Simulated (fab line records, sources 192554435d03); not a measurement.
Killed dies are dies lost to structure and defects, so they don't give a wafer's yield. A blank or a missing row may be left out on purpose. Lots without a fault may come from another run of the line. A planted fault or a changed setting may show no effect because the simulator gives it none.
Which tool did it? | flow n5_finfet | 9 lots, 26 wafers sampled, at 6 steps of a route of 1938

WHAT THE GAUGES READ, wafer by wafer
N5_SD_EPI_P_OVL_MEAS_10. Usual: SD_P_BLK_OVL 0.0 nm, standard deviation 0.68.
lot  | measured    | on         | SD_P_BLK_OVL (nm) | flag
L564 | day 3 05:35 | overlay-02 | -0.7 0.3 -0.4     |
L567 | day 4 00:26 | overlay-02 | 0.3 -0.9 0.0      |
L569 | day 4 13:36 | overlay-02 | -0.3 -0.4 0.8     |
L570 | day 4 20:32 | overlay-01 | -0.4 -1.2         |
L574 | day 5 20:25 | overlay-02 | 0.9 0.9 0.1       |
L577 | day 6 13:10 | overlay-01 | -0.4 0.0 0.0      |
L580 | day 7 04:43 | overlay-01 | 0.8 0.2 1.0       |
L582 | day 7 15:51 | overlay-01 | -0.4 0.3 0.6      |
L584 | day 8 08:16 | overlay-01 | -1.0 -1.0 -1.3    |

N5_SD_ACTIVATION_RS_MEAS_03: measures by four-point-probe. Usual: RS_SD_N 21.82 ohm/sq, standard deviation 0.25; RS_SD_P 55.8 ohm/sq, standard deviation 0.97.
lot  | measured    | on            | RS_SD_N (ohm/sq)  | RS_SD_P (ohm/sq) | flag
L564 | day 3 10:21 | film_metro-02 | 21.97 21.68 21.80 | 56.6 57.0 56.5   |
L567 | day 4 04:41 | film_metro-01 | 21.78 21.45 21.91 | 56.1 55.8 55.8   |
L569 | day 4 18:05 | film_metro-01 | 22.14 22.04 21.98 | 54.6 55.9 56.1   |
L570 | day 5 02:56 | film_metro-01 | 21.86 21.90       | 53.6 53.7        |
L574 | day 6 00:49 | film_metro-01 | 24.77 24.64 24.65 | 54.7 55.0 54.9   | OFF
L577 | day 6 17:23 | film_metro-01 | 24.59 25.05 24.52 | 56.1 55.9 55.9   | OFF
L580 | day 7 08:56 | film_metro-02 | 22.06 22.01 21.89 | 54.5 55.2 55.2   |
L582 | day 7 20:07 | film_metro-01 | 22.03 22.08 22.06 | 56.6 55.8 56.2   |
L584 | day 8 13:38 | film_metro-02 | 22.03 22.01 21.99 | 56.5 56.2 56.0   |

N5_BEOL_M4_RC_MEAS_101. Usual: DIBL_N 35.8 mV/V, standard deviation 1.5; DIBL_P 35.9 mV/V, standard deviation 1.8; IOFF_N 0.152 nA/um, standard deviation 0.025; IOFF_P 0.21 nA/um, standard deviation 0.031; ION_N 672 uA/um, standard deviation 11; ION_P 462 uA/um, standard deviation 7.4; RC_DENSE_N 19.1 ohm.um, standard deviation 0.41; RC_N 15.5 ohm.um, standard deviation 0.32; REXT_N 75.1 ohm.um, standard deviation 1.5; RS_SD_N 28.3 ohm/sq, standard deviation 0.36; SS_N 71.5 mV/dec, standard deviation 0.52; SS_P 73.2 mV/dec, standard deviation 0.54; VT_N 250 mV, standard deviation 3; VT_P -250 mV, standard deviation 3.3.
lot  | measured     | on        | DIBL_N (mV/V)  | DIBL_P (mV/V)  | IOFF_N (nA/um)    | IOFF_P (nA/um) | ION_N (uA/um) | ION_P (uA/um) | RC_DENSE_N (ohm.um) | RC_N (ohm.um)  | REXT_N (ohm.um) | RS_SD_N (ohm/sq) | SS_N (mV/dec)  | SS_P (mV/dec)  | VT_N (mV)   | VT_P (mV)      | flag
L564 | day 8 04:01  | prober-02 | 37.7 35.8 35.6 | 37.6 35.2 36.1 | 0.168 0.146 0.145 | 0.25 0.20 0.22 | 681 669 672   | 470 463 472   | 18.9 19.3 18.8      | 15.3 15.7 15.4 | 74.1 74.6 74.4  | 28.2 28.0 28.1   | 71.9 71.5 71.4 | 73.4 73.2 72.5 | 250 250 251 | -247 -248 -248 |
L567 | day 8 10:41  | prober-01 | 34.4 37.0 36.8 | 31.2 34.5 34.3 | 0.096 0.137 0.137 | 0.13 0.18 0.18 | 655 672 669   | 449 458 458   | 19.1 18.6 18.8      | 15.4 15.2 15.3 | 75.2 74.8 75.3  | 28.5 27.4 28.2   | 70.5 71.1 71.2 | 72.3 73.2 73.1 | 261 253 251 | -260 -254 -255 |
L569 | day 9 10:22  | prober-02 | 36.1 36.7 36.1 | 34.1 34.2 35.3 | 0.143 0.153 0.155 | 0.20 0.20 0.22 | 678 659 664   | 465 449 461   | 19.1 18.9 19.0      | 15.6 15.5 15.5 | 72.5 72.2 72.6  | 28.9 28.4 28.1   | 71.3 71.6 70.4 | 73.3 73.1 73.9 | 251 249 248 | -249 -247 -247 |
L570 | day 10 03:01 | prober-02 | 36.8 37.5      | 38.6 38.5      | 0.155 0.170       | 0.19 0.20      | 678 676       | 459 463       | 18.6 19.2           | 15.1 15.5      | 75.8 74.9       | 28.5 28.2        | 71.0 70.9      | 73.4 73.9      | 252 251     | -252 -254      |
L574 | day 10 23:31 | prober-01 | 37.7 37.5 37.7 | 35.5 35.0 34.9 | 0.146 0.148 0.146 | 0.21 0.21 0.20 | 663 660 656   | 458 459 450   | 20.9 21.3 21.5      | 17.2 17.2 17.7 | 81.2 80.1 80.6  | 31.4 31.2 31.6   | 71.2 72.0 72.1 | 73.0 72.7 73.3 | 250 254 255 | -247 -249 -250 | OFF
L577 | day 11 04:14 | prober-02 | 33.8 33.6 34.5 | 33.1 33.3 34.0 | 0.116 0.120 0.124 | 0.17 0.18 0.18 | 653 649 659   | 460 455 454   | 21.1 22.0 21.2      | 17.0 17.9 17.2 | 81.3 81.3 81.0  | 31.6 31.7 31.4   | 71.0 70.4 71.6 | 73.0 72.8 73.1 | 251 252 253 | -252 -252 -252 | OFF
L580 | day 11 23:43 | prober-01 | 37.7 36.0 36.5 | 38.6 35.8 38.0 | 0.218 0.172 0.196 | 0.29 0.23 0.28 | 700 676 706   | 484 465 489   | 19.1 18.8 19.0      | 15.4 15.4 15.5 | 76.5 75.8 76.6  | 28.5 28.9 28.1   | 72.0 71.6 72.4 | 74.3 72.8 73.7 | 244 245 245 | -243 -248 -243 |
L582 | day 12 07:54 | prober-02 | 35.5 34.3 34.1 | 37.1 37.2 36.0 | 0.182 0.175 0.154 | 0.24 0.24 0.21 | 682 694 675   | 460 471 460   | 19.0 19.0 19.1      | 15.4 15.2 15.6 | 73.2 73.6 74.3  | 28.7 28.6 28.5   | 71.9 71.1 71.2 | 73.3 72.5 72.7 | 247 245 250 | -247 -250 -248 |
L584 | day 13 01:29 | prober-01 | 34.0 33.5 34.8 | 34.4 34.2 36.0 | 0.141 0.127 0.159 | 0.21 0.20 0.24 | 664 648 689   | 463 457 473   | 19.6 18.4 19.7      | 15.8 15.1 16.1 | 75.0 74.7 74.8  | 28.5 28.9 28.5   | 72.0 70.8 71.4 | 73.1 72.4 73.4 | 252 253 249 | -247 -247 -246 |

WHICH TOOL RAN EACH LOT (tool, then ch and the chambers of the sampled wafers, then the start)
lot  | N5_SD_EPI_P_ETCH_16               | N5_SD_ACTIVATION_LSA_01           | N5_ILD0_CMP_12
L564 | rie_diel-01 ch 0,1,2, day 3 06:40 | laser_anneal-01 ch 0, day 3 10:10 | cmp-03 ch 0,1,2, day 3 16:37
L567 | rie_diel-06 ch 0,1,3, day 4 01:07 | laser_anneal-02 ch 0, day 4 04:29 | cmp-04 ch 0,3, day 4 10:58
L569 | rie_diel-05 ch 1,2,3, day 4 14:16 | laser_anneal-02 ch 0, day 4 17:53 | cmp-01 ch 1,3, day 5 00:25
L570 | rie_diel-05 ch 0,3, day 4 21:23   | laser_anneal-01 ch 0, day 5 02:47 | cmp-03 ch 1,2, day 5 09:20
L574 | rie_diel-05 ch 1,3, day 5 21:14   | laser_anneal-01 ch 0, day 6 00:38 | cmp-04 ch 0,1, day 6 07:15
L577 | rie_diel-05 ch 1,2, day 6 13:50   | laser_anneal-01 ch 0, day 6 17:11 | cmp-04 ch 1,2,3, day 7 00:01
L580 | rie_diel-05 ch 0,1,3, day 7 05:23 | laser_anneal-02 ch 0, day 7 08:44 | cmp-01 ch 1,2,3, day 7 15:12
L582 | rie_diel-05 ch 0,1, day 7 16:31   | laser_anneal-02 ch 0, day 7 19:56 | cmp-03 ch 1,2,3, day 8 02:29
L584 | rie_diel-05 ch 0,2, day 8 09:14   | laser_anneal-02 ch 0, day 8 13:28 | cmp-01 ch 1,2, day 8 20:40
- N5_SD_EPI_P_ETCH_16: etches SiO2 in CHF3/O2, target depth 5 nm.
- N5_SD_ACTIVATION_LSA_01: time 0.0008 s.
- N5_ILD0_CMP_12: polishes SiNx, stops on poly-Si, t overpolish 6 s, target thk 17.67 nm.

WHAT THE TOOLS THEMSELVES READ (means of the sampled wafers that have a number; where no wafer has one, the mark that the record gives instead)
N5_SD_EPI_P_ETCH_16. Usual: O2_flow_sccm 5.001 sccm, standard deviation 0.015; drypump_motor_current_A 5.60 A, standard deviation 0.27; oes_product_au 0.79 a.u., standard deviation 0.074; rf_vpp_V 528 V, standard deviation 7.4; showerhead_plenum_p_Torr 2.45 Torr, standard deviation 0.054; throttle_valve_pct 18.85 %, standard deviation 0.21.
lot  | tool        | O2_flow_sccm (sccm) | drypump_motor_current_A (A) | oes_product_au (a.u.) | rf_vpp_V (V) | showerhead_plenum_p_Torr (Torr) | throttle_valve_pct (%) | flag
L564 | rie_diel-01 | 4.995               | 5.76                        | 0.70                  | 524          | 2.44                            | 19.00                  |
L567 | rie_diel-06 | 4.982               | 5.47                        | 0.78                  | 520          | 2.46                            | 18.93                  |
L569 | rie_diel-05 | 5.005               | 5.45                        | 0.82                  | 531          | 2.42                            | 18.80                  |
L570 | rie_diel-05 | 4.995               | 5.79                        | 0.74                  | 524          | 2.46                            | 18.96                  |
L574 | rie_diel-05 | 4.992               | 5.46                        | 0.75                  | 526          | 2.40                            | 18.91                  |
L577 | rie_diel-05 | 5.004               | 5.47                        | 0.86                  | 535          | 2.44                            | 18.73                  |
L580 | rie_diel-05 | 5.004               | 5.60                        | 0.76                  | 528          | 2.44                            | 18.84                  |
L582 | rie_diel-05 | 5.004               | 5.78                        | 0.78                  | 532          | 2.49                            | 18.72                  |
L584 | rie_diel-05 | 5.012               | 5.72                        | 0.82                  | 532          | 2.47                            | 18.86                  |

N5_SD_ACTIVATION_LSA_01. Usual: wafer_temp_C_max 1085.2, standard deviation 1.3.
lot  | tool            | wafer_temp_C_max | flag
L564 | laser_anneal-01 | 1085.6           |
L567 | laser_anneal-02 | 1083.2           |
L569 | laser_anneal-02 | 1084.0           |
L570 | laser_anneal-01 | 1086.4           |
L574 | laser_anneal-01 | 1058.9           | OFF
L577 | laser_anneal-01 | 1059.8           | OFF
L580 | laser_anneal-02 | 1085.2           |
L582 | laser_anneal-02 | 1085.6           |
L584 | laser_anneal-02 | 1085.1           |

N5_ILD0_CMP_12. Usual: motor_current_A 8.9 A, standard deviation 1.1; overpolish_run_s 6.001 s, standard deviation 0.0095; time_to_endpoint_s 27.6 s, standard deviation 2.2.
lot  | tool   | motor_current_A (A) | overpolish_run_s (s) | time_to_endpoint_s (s) | flag
L564 | cmp-03 | 9.0                 | 6.001                | 27.6                   |
L567 | cmp-04 | 9.2                 | 6.003                | 30.1                   |
L569 | cmp-01 | 8.6                 | 5.997                | 28.1                   |
L570 | cmp-03 | 10.2                | 6.007                | 25.1                   |
L574 | cmp-04 | 9.3                 | 6.000                | 25.3                   |
L577 | cmp-04 | 8.5                 | 5.998                | 27.7                   |
L580 | cmp-01 | 8.5                 | 6.014                | 25.5                   |
L582 | cmp-03 | 9.6                 | 6.013                | 27.2                   |
L584 | cmp-01 | 7.9                 | 5.994                | 27.7                   |

THE ANSWER, worked out from the rows above alone
Rule: a lot is off if the mean of its wafers that have a number lies more than 3 standard deviations from the usual mean. A lot without any number at a reading at which 4 lots or more have one is off too. The other lots that the step has rows for count as sound. The gauges are gone through in route order, then the tools' own readings, and for those a lot's mean is taken as printed above. The first step at which some lot is off is used, and at that step the reading that is off furthest; a lot without a number counts as furthest.
Off: L574, L577, at N5_SD_ACTIVATION_RS_MEAS_03 (RS_SD_N).
A tool fits if, at a process step before that reading, it ran every lot that is off, and no sound lot after the first of them. The gauges at N5_SD_ACTIVATION_RS_MEAS_03 aren't tried: what is off there is off at N5_BEOL_M4_RC_MEAS_101 too, on other tools, and a gauge's error can't cause that. One fits: laser_anneal-01 at N5_SD_ACTIVATION_LSA_01. Its last sound lot is L570 (day 5 02:47), its first lot that is off L574 (day 6 00:38): a fault that began between those two fits.
The tool's own readings at N5_SD_ACTIVATION_LSA_01 bear it out: on the lots that are off they differ by more than 5 times the standard deviation of the sound lots' means. wafer_temp_C_max reads 1059.3 there against 1085.0 on the sound lots.

WHAT THE SIMULATOR HAD PUT IN
Process parameter drift: laser_anneal-01, from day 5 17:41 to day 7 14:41, at N5_SD_ACTIVATION_LSA_01. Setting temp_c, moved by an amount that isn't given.
Lots struck among those shown: L574, L577. The rule above found the same.
